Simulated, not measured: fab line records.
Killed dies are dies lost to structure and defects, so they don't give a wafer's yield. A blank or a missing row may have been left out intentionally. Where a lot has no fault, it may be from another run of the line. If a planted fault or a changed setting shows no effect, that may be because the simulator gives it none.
Matching of chambers -- flow n5 finfet -- N5_BEOL_M9_CURE_72 on uv cure-01 has 3 sister chambers
The step cures SiCOH lowk, time 120 s. 6 wafers are shown with their chamber, then 12 later ones without.

## WAFERS PAIRED WITH THEIR CHAMBERS
wafer,chamber,wafer_temp_C_max,lamp power pct (%)
L086.5,2,371.2,52.34
L086.6,2,371.3,52.32
L090.2,1,372.3,52.29
L090.3,1,371.7,52.34
L092.4,0,371.2,52.30
L092.5,0,371.3,52.24

## WAFERS WITHOUT THEIR CHAMBER
wafer,wafer_temp_C_max,lamp power pct (%)
L091.2,372.3,52.31
L091.4,371.2,52.36
L091.6,371.3,52.31
L094.3,371.9,52.37
L094.4,371.6,52.38
L094.6,372.6,52.43
L096.2,373.0,52.28
L096.3,372.6,52.33
L096.5,372.2,52.19
L097.1,372.0,52.24
L097.4,372.0,52.39
L097.5,372.0,52.33

## WHICH CHAMBER EACH ONE RAN IN
wafer,from the rows above,in truth
L091.2,1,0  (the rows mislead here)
L091.4,can't be placed: 2 or 0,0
L091.6,can't be placed: 2 or 0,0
L094.3,can't be placed: 1 or 2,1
L094.4,can't be placed: 2 or 1 or 0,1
L094.6,can't be placed: 1 or 2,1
L096.2,1,1
L096.3,1,1
L096.5,can't be placed: 1 or 0 or 2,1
L097.1,can't be placed: 1 or 0 or 2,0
L097.4,can't be placed: 1 or 2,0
L097.5,1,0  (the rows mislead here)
Correctly placed: 2 of 12. From these rows, 8 cannot be placed; in 7 the true chamber is one of the candidates. 2 placed wrongly.
How it was worked out, from the rows above alone: a wafer's distance from a chamber is the root of the sum, over the readings, of the square of ((its reading less the chamber's mean) divided by the reading's scatter). If the next closest chamber is less than 2 further off than the closest, the wafer can't be placed; otherwise it belongs to the closest. Each chamber's mean is taken over the wafers shown for it. The scatter is the square root of a quotient: the sum, over the shown wafers, of each reading's squared deviation from its chamber's mean, divided by wafers minus chambers.
